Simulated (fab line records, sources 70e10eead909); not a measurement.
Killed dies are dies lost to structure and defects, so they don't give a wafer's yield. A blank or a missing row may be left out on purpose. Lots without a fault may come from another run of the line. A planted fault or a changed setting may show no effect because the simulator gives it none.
fab line records | flow nand_harc
record lots=6 wafers=18 last_day=31
route steps=1302 shown A_ONON_D1@432 END@1302
lots that met no fault: from a run of the same line without faults
start_h: hours from the record's first day to the start of the lot's first wafer shown | wait_h: hours since the lot's step before | " the same as in the row above | L1.1+2: a row that stands for several wafers | - no value, or no start given | * or withheld: withheld | < > ~ a bound
route shown NAME@n: a module of which the file shows steps, and the number in the route of the first | usual: mean/standard deviation of fault-free wafers | same: alike in all rows | chamber/n: place in a boat | sites: the reading at each site | _std_site: their standard deviation | _edge_site: outer sites' mean less inner sites' | radius_mm: how far each site lies from the wafer's centre | mask NAME#n: copy n | behind: the tool/chamber that last shaped the wafer | hold: why the lot was held/for how many hours/how that ended | device: the transistor (n, p or np) that didn't switch | end of line: the same wafers' tests at the end of the route | a step without rows: its recipe alone | killed: dies lost to structure and defects at the first sort, not the wafer's yield | map: a wafer's dies, x killed, . not, _ none there
set.NAME: the setting as run; set.NAME@STEP: as run at that earlier step | model.NAME: the simulator's own value behind a step, which no gauge read
lots at some steps of the route; a table a step, a row a wafer
services: from which hour (start_h, from the record's first day; less than 0 if before it) a tool's chamber was out of use, for how many hours, and why
## steps
# step NHARC_A_ONON_D1_DEP_12
# recipe target_thk_a=10000 n2_flow_sccm=2750 n2o_flow_sccm=2000 nh3_flow_sccm=500 sih4_flow_sccm=210 temp_c=400
# step NHARC_A_ONON_D1_THK_MEAS_14
# recipe thk_meas_gauge=ellipsometry
# usual thk_nm=999/12
# columns lot.wafer tool chamber start_h wait_h thk_nm
L182.2 film_metro-02 - 189.97 - 995
L182.3 " - " " 997
L182.6 " - " " 996
L185.2 film_metro-01 - 215.19 - 1006
L185.3 " - " " 1005
L185.5 " - " " 1006
L190.2 film_metro-02 - 271.53 - 1003
L190.3 " - " " 1004
L190.4 " - " " 1005
L192.1 film_metro-02 - 280.72 - 993
L192.3 " - " " 993
L192.4 " - " " 993
L197.3 film_metro-01 - 334.41 - 1000
L197.5 " - " " 1001
L197.6 " - " " 1000
L198.1 film_metro-01 - 342.35 - 982
L198.3 " - " " 982
L198.5 " - " " 979
# step NHARC_A_ONON_D1_ANNEAL_15
# recipe temp_c=750 time_s=3600
# step NHARC_A_ONON_D1_DEP_16
# recipe target_thk_a=10000 n2_flow_sccm=2750 n2o_flow_sccm=2000 nh3_flow_sccm=500 sih4_flow_sccm=210 temp_c=400
# step NHARC_A_ONON_D1_THK_MEAS_18
# recipe thk_meas_gauge=ellipsometry
# usual thk_nm=1002/9.6
# columns lot.wafer tool chamber start_h wait_h thk_nm
L182.2 film_metro-02 - 197.76 - 997
L182.3 " - " " 999
L182.6 " - " " 997
L185.2 film_metro-01 - 226.60 - 990
L185.3 " - " " 989
L185.5 " - " " 989
L190.2 film_metro-01 - 279.23 - 993
L190.3 " - " " 995
L190.4 " - " " 994
L192.1 film_metro-01 - 288.52 - 999
L192.3 " - " " 998
L192.4 " - " " 998
L197.3 film_metro-02 - 342.21 - 993
L197.5 " - " " 996
L197.6 " - " " 994
L198.1 film_metro-02 - 350.12 - 1010
L198.3 " - " " 1008
L198.5 " - " " 1008
# step NHARC_A_ONON_D1_DEP_19
# recipe target_thk_a=10000 n2_flow_sccm=2750 n2o_flow_sccm=2000 nh3_flow_sccm=500 sih4_flow_sccm=210 temp_c=400
# step NHARC_A_ONON_D1_THK_MEAS_21
# recipe thk_meas_gauge=ellipsometry
# usual thk_nm=1000/11
# columns lot.wafer tool chamber start_h wait_h thk_nm
L182.2 film_metro-01 - 198.33 - 1008
L182.3 " - " " 1008
L182.6 " - " " 1006
L185.2 film_metro-01 - 227.17 - 1009
L185.3 " - " " 1008
L185.5 " - " " 1008
L190.2 film_metro-01 - 279.80 - 992
L190.3 " - " " 993
L190.4 " - " " 993
L192.1 film_metro-01 - 289.09 - 1007
L192.3 " - " " 1008
L192.4 " - " " 1008
L197.3 film_metro-02 - 342.77 - 995
L197.5 " - " " 996
L197.6 " - " " 997
L198.1 film_metro-01 - 350.69 - 1014
L198.3 " - " " 1014
L198.5 " - " " 1013
# step NHARC_A_ONON_D1_DEP_22
# recipe target_thk_a=10000 n2_flow_sccm=2750 n2o_flow_sccm=2000 nh3_flow_sccm=500 sih4_flow_sccm=210 temp_c=400
# step NHARC_A_ONON_D1_THK_MEAS_24
# recipe thk_meas_gauge=ellipsometry
# usual thk_nm=1000/9.3
# columns lot.wafer tool chamber start_h wait_h thk_nm
L182.2 film_metro-01 - 198.89 - 997
L182.3 " - " " 995
L182.6 " - " " 997
L185.2 film_metro-01 - 227.74 - 991
L185.3 " - " " 994
L185.5 " - " " 992
L190.2 film_metro-02 - 280.36 - 1003
L190.3 " - " " 1003
L190.4 " - " " 1005
L192.1 film_metro-01 - 289.65 - 980
L192.3 " - " " 981
L192.4 " - " " 981
L197.3 film_metro-01 - 343.34 - 998
L197.5 " - " " 996
L197.6 " - " " 997
L198.1 film_metro-02 - 351.26 - 1001
L198.3 " - " " 1001
L198.5 " - " " 1002
# step NHARC_A_ONON_D1_DEP_25
# recipe target_thk_a=10000 n2_flow_sccm=2750 n2o_flow_sccm=2000 nh3_flow_sccm=500 sih4_flow_sccm=210 temp_c=400
# step NHARC_A_ONON_D1_THK_MEAS_27
# recipe thk_meas_gauge=ellipsometry
# usual thk_nm=999/11
# columns lot.wafer tool chamber start_h wait_h thk_nm
L182.2 film_metro-02 - 199.46 - 1006
L182.3 " - " " 1006
L182.6 " - " " 1005
L185.2 film_metro-02 - 228.30 - 999
L185.3 " - " " 1000
L185.5 " - " " 1000
L190.2 film_metro-01 - 280.93 - 989
L190.3 " - " " 990
L190.4 " - " " 990
L192.1 film_metro-01 - 290.22 - 1025
L192.3 " - " " 1026
L192.4 " - " " 1026
L197.3 film_metro-02 - 343.91 - 987
L197.5 " - " " 985
L197.6 " - " " 986
L198.1 film_metro-02 - 351.83 - 1004
L198.3 " - " " 1004
L198.5 " - " " 1004
# step NHARC_A_ONON_D1_DEP_28
# recipe target_thk_a=10000 n2_flow_sccm=2750 n2o_flow_sccm=2000 nh3_flow_sccm=500 sih4_flow_sccm=210 temp_c=400
# usual n2_flow_sccm=2751/8.3
# columns lot.wafer tool chamber start_h wait_h n2_flow_sccm
L182.2 pecvd_onon-01 0 199.57 0.1 2750
L182.3 " 0 " " 2751
L182.6 " 0 " " 2752
L185.2 pecvd_onon-04 0 228.41 0.1 2751
L185.3 " 0 " " 2755
L185.5 " 0 " " 2755
L190.2 pecvd_onon-04 0 281.05 0.1 2749
L190.3 " 0 " " 2746
L190.4 " 0 " " 2748
L192.1 pecvd_onon-04 0 290.27 0.1 2751
L192.3 " 0 " " 2751
L192.4 " 0 " " 2744
L197.3 pecvd_onon-02 0 344.08 0.2 2757
L197.5 " 0 " " 2754
L197.6 " 0 " " 2768
L198.1 pecvd_onon-01 0 351.89 0.1 2753
L198.3 " 0 " " 2748
L198.5 " 0 " " 2747
# step NHARC_A_ONON_D1_THK_MEAS_30
# recipe thk_meas_gauge=ellipsometry
# usual thk_nm=997/9.9
# columns lot.wafer tool chamber start_h wait_h thk_nm
L182.2 film_metro-01 - 200.03 - 998
L182.3 " - " " 996
L182.6 " - " " 999
L185.2 film_metro-01 - 228.86 - 992
L185.3 " - " " 993
L185.5 " - " " 993
L190.2 film_metro-02 - 281.50 - 668
L190.3 " - " " 668
L190.4 " - " " 993
L192.1 film_metro-02 - 290.79 - 657
L192.3 " - " " 658
L192.4 " - " " 982
L197.3 film_metro-02 - 344.47 - 1012
L197.5 " - " " 1012
L197.6 " - " " 1011
L198.1 film_metro-02 - 352.40 - 998
L198.3 " - " " 999
L198.5 " - " " 996
# step NHARC_A_ONON_D1_DEP_33
# recipe target_thk_a=2000 temp_c=400 pressure_torr=6.5 rf_w=900 teos_flow_sccm=161.4 flow_sccm=2650 target_thk_nm=200 gas=O2 material=SiO2
# usual heater_power_w=505/71 showerhead_vpp_V=1884/68 throttle_valve_pct=16.4/0.51
# columns lot.wafer tool chamber start_h wait_h heater_power_w showerhead_vpp_V throttle_valve_pct
L182.3 pecvd-01 2 200.13 0.1 489 1976 15.8
L182.2 " 0 " " 520 1995 16.2
L182.6 " 2 " " 511 1956 15.7
L185.3 pecvd-01 0 228.92 0.1 420 2018 16.3
L185.2 " 2 " " 508 1979 15.9
L185.5 " 1 " " 506 1856 17.2
L190.3 pecvd-03 2 281.56 0.1 500 1981 16.6
L190.2 " 1 " " 455 1862 17.0
L190.4 " 2 " " 512 1955 16.6
L192.3 pecvd-03 1 290.84 0.1 421 1857 16.7
L192.1 " 2 " " 491 1968 16.7
L192.4 " 2 " " 508 1949 16.4
L197.3 pecvd-04 1 344.53 0.1 486 1857 15.5
L197.6 " 1 " " 494 1844 15.5
L197.5 " 0 " " 513 1789 16.4
L198.3 pecvd-04 1 352.46 0.1 582 1859 15.7
L198.1 " 0 " " 531 1786 16.1
L198.5 " 2 " " 414 1813 16.7
# step NHARC_END_SORT_01
# recipe temp_c=25
# usual killed_at_array=56/20 killed_at_other=1/1.3 killed_at_periphery=3.5/2.7 killed_dies=60/20 killed_open=3.3/1.6 killed_short=2.4/1.5
# same gross_dies=677
# columns lot.wafer tool chamber start_h wait_h killed_at_array killed_at_other killed_at_periphery killed_dies killed_open killed_short
L190.2 prober-02 0 656.07 2.8 671 4 2 677 4 1
L190.3 prober-02 0 656.87 3.1 675 1 1 677 2 3
L192.1 prober-02 0 677.61 2.5 671 2 4 677 2 3
L192.3 prober-02 0 679.20 3.1 674 0 3 677 1 2
# killed by level:class
L190.2 A_ONON_D1:area_dep=615 A_SLIT:chamber_film_flake=35 A_CHANNEL_HOLE_D1:chamber_film_flake=6 THIN_TSV:chamber_film_flake=4 A_M0:geometric_particle:open=3 A_CHANNEL_HOLE_D2:chamber_film_flake=3 P_GATE:chamber_film_flake=2 A_CHANNEL_FILL_D1:chamber_film_flake=2
L190.3 A_ONON_D1:area_dep=624 A_SLIT:chamber_film_flake=28 A_CHANNEL_HOLE_D1:chamber_film_flake=6 A_STAIRCASE:chamber_film_flake=4 A_CHANNEL_HOLE_D2:chamber_film_flake=3 A_CHANNEL_HOLE_D2:unspecified=2 A_BLC:chamber_film_flake=2 P_CONTACT:geometric_particle:open=1
L192.1 A_ONON_D1:area_dep=610 A_CHANNEL_HOLE_D1:chamber_film_flake=37 A_CHANNEL_HOLE_D2:chamber_film_flake=15 P_CONTACT:chamber_film_flake=2 A_STAIRCASE:chamber_film_flake=2 A_CONTACT:chamber_film_flake=2 P_M0:geometric_particle:open=1 A_DECK1_JOINT:geometric_particle:short=1
L192.3 A_ONON_D1:area_dep=609 A_CHANNEL_HOLE_D1:chamber_film_flake=36 A_CHANNEL_HOLE_D2:chamber_film_flake=16 A_CONTACT:chamber_film_flake=4 A_SLIT:chamber_film_flake=3 A_STAIRCASE:chamber_film_flake=2 A_M0:chamber_film_flake=2 P_CONTACT:geometric_particle:short=1
# map L190.2 (x killed, . not)
____________x____________
_________xxxxxxx_________
_______xxxxxxxxxxx_______
______xxxxxxxxxxxxx______
_____xxxxxxxxxxxxxxx_____
____xxxxxxxxxxxxxxxxx____
____xxxxxxxxxxxxxxxxx____
___xxxxxxxxxxxxxxxxxxx___
___xxxxxxxxxxxxxxxxxxx___
__xxxxxxxxxxxxxxxxxxxxx__
__xxxxxxxxxxxxxxxxxxxxx__
_xxxxxxxxxxxxxxxxxxxxxxx_
_xxxxxxxxxxxxxxxxxxxxxxx_
_xxxxxxxxxxxxxxxxxxxxxxx_
_xxxxxxxxxxxxxxxxxxxxxxx_
_xxxxxxxxxxxxxxxxxxxxxxx_
xxxxxxxxxxxxxxxxxxxxxxxxx
xxxxxxxxxxxxxxxxxxxxxxxxx
xxxxxxxxxxxxxxxxxxxxxxxxx
xxxxxxxxxxxxxxxxxxxxxxxxx
xxxxxxxxxxxxxxxxxxxxxxxxx
_xxxxxxxxxxxxxxxxxxxxxxx_
_xxxxxxxxxxxxxxxxxxxxxxx_
_xxxxxxxxxxxxxxxxxxxxxxx_
_xxxxxxxxxxxxxxxxxxxxxxx_
_xxxxxxxxxxxxxxxxxxxxxxx_
__xxxxxxxxxxxxxxxxxxxxx__
__xxxxxxxxxxxxxxxxxxxxx__
___xxxxxxxxxxxxxxxxxxx___
___xxxxxxxxxxxxxxxxxxx___
____xxxxxxxxxxxxxxxxx____
____xxxxxxxxxxxxxxxxx____
_____xxxxxxxxxxxxxxx_____
______xxxxxxxxxxxxx______
_______xxxxxxxxxxx_______
_________xxxxxxx_________
____________x____________
# map L192.1 (x killed, . not)
____________x____________
_________xxxxxxx_________
_______xxxxxxxxxxx_______
______xxxxxxxxxxxxx______
_____xxxxxxxxxxxxxxx_____
____xxxxxxxxxxxxxxxxx____
____xxxxxxxxxxxxxxxxx____
___xxxxxxxxxxxxxxxxxxx___
___xxxxxxxxxxxxxxxxxxx___
__xxxxxxxxxxxxxxxxxxxxx__
__xxxxxxxxxxxxxxxxxxxxx__
_xxxxxxxxxxxxxxxxxxxxxxx_
_xxxxxxxxxxxxxxxxxxxxxxx_
_xxxxxxxxxxxxxxxxxxxxxxx_
_xxxxxxxxxxxxxxxxxxxxxxx_
_xxxxxxxxxxxxxxxxxxxxxxx_
xxxxxxxxxxxxxxxxxxxxxxxxx
xxxxxxxxxxxxxxxxxxxxxxxxx
xxxxxxxxxxxxxxxxxxxxxxxxx
xxxxxxxxxxxxxxxxxxxxxxxxx
xxxxxxxxxxxxxxxxxxxxxxxxx
_xxxxxxxxxxxxxxxxxxxxxxx_
_xxxxxxxxxxxxxxxxxxxxxxx_
_xxxxxxxxxxxxxxxxxxxxxxx_
_xxxxxxxxxxxxxxxxxxxxxxx_
_xxxxxxxxxxxxxxxxxxxxxxx_
__xxxxxxxxxxxxxxxxxxxxx__
__xxxxxxxxxxxxxxxxxxxxx__
___xxxxxxxxxxxxxxxxxxx___
___xxxxxxxxxxxxxxxxxxx___
____xxxxxxxxxxxxxxxxx____
____xxxxxxxxxxxxxxxxx____
_____xxxxxxxxxxxxxxx_____
______xxxxxxxxxxxxx______
_______xxxxxxxxxxx_______
_________xxxxxxx_________
____________x____________
## services
# columns tool chamber start_h hours kind
pecvd-03 - 185.01 13.0 pm
pecvd-03 0 185.01 13.0 vent_cycle
pecvd-03 1 185.01 13.0 vent_cycle
pecvd-03 2 185.01 13.0 vent_cycle
pecvd_onon-02 - 185.38 13.0 pm
pecvd-03 0 198.01 - clean
pecvd-03 1 198.01 - clean
pecvd-03 2 198.01 - clean
pecvd-01 2 250.22 2.0 repair
pecvd-04 - 269.20 13.0 pm
pecvd-04 0 269.20 13.0 vent_cycle
pecvd-04 1 269.20 13.0 vent_cycle
pecvd-04 2 269.20 13.0 vent_cycle
pecvd_onon-01 - 269.40 13.0 pm
pecvd-03 - 270.05 1.9 repair
pecvd-04 0 282.20 - clean
pecvd-04 1 282.20 - clean
pecvd-04 2 282.20 - clean
pecvd-04 1 282.62 10.5 repair
pecvd-01 - 311.36 13.0 pm
pecvd-01 0 311.36 13.0 vent_cycle
pecvd-01 1 311.36 13.0 vent_cycle
pecvd_onon-04 - 311.62 13.0 pm
pecvd-03 - 328.75 4.9 repair
## key
first_sign step=NHARC_A_ONON_D1_THK_MEAS_30 reading=thk_nm direction=down sigmas=34 usual=997 struck=663
effect step=NHARC_END_SORT_01 reading=killed_at_array direction=up sigmas=31 usual=56 struck=673
more_kills_born_at NHARC_A_ONON_D1_DEP_28@pecvd_onon-04=2458
met_at NHARC_A_ONON_D1_DEP_28
struck_wafers L190.2,L190.3,L192.1,L192.3
later_rows_left_out L190.2,L190.3,L192.1,L192.3
tester_left_out L190,L192
onset_between 228.41 281.05
fault kind=process_parameter_drift tool=pecvd_onon-04 chamber=- onset_h=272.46 steps=NHARC_A_ONON_D1_DEP_28 channel=target_thk_a offset=* shape=step end_h=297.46 scope=struck_wafers_only acts_in=* stated=*
# tester_left_out: of these lots the tester's yield and bins aren't shown, on N5 and GAA mostly nor the transistor test; their killed dies are dies lost to structure and defects alone, not to doping, threshold or leakage, so they don't give the yield
# later_rows_left_out: the simulator's readings of these wafers behind a module that went badly wrong aren't trusted and aren't shown, but for the sort
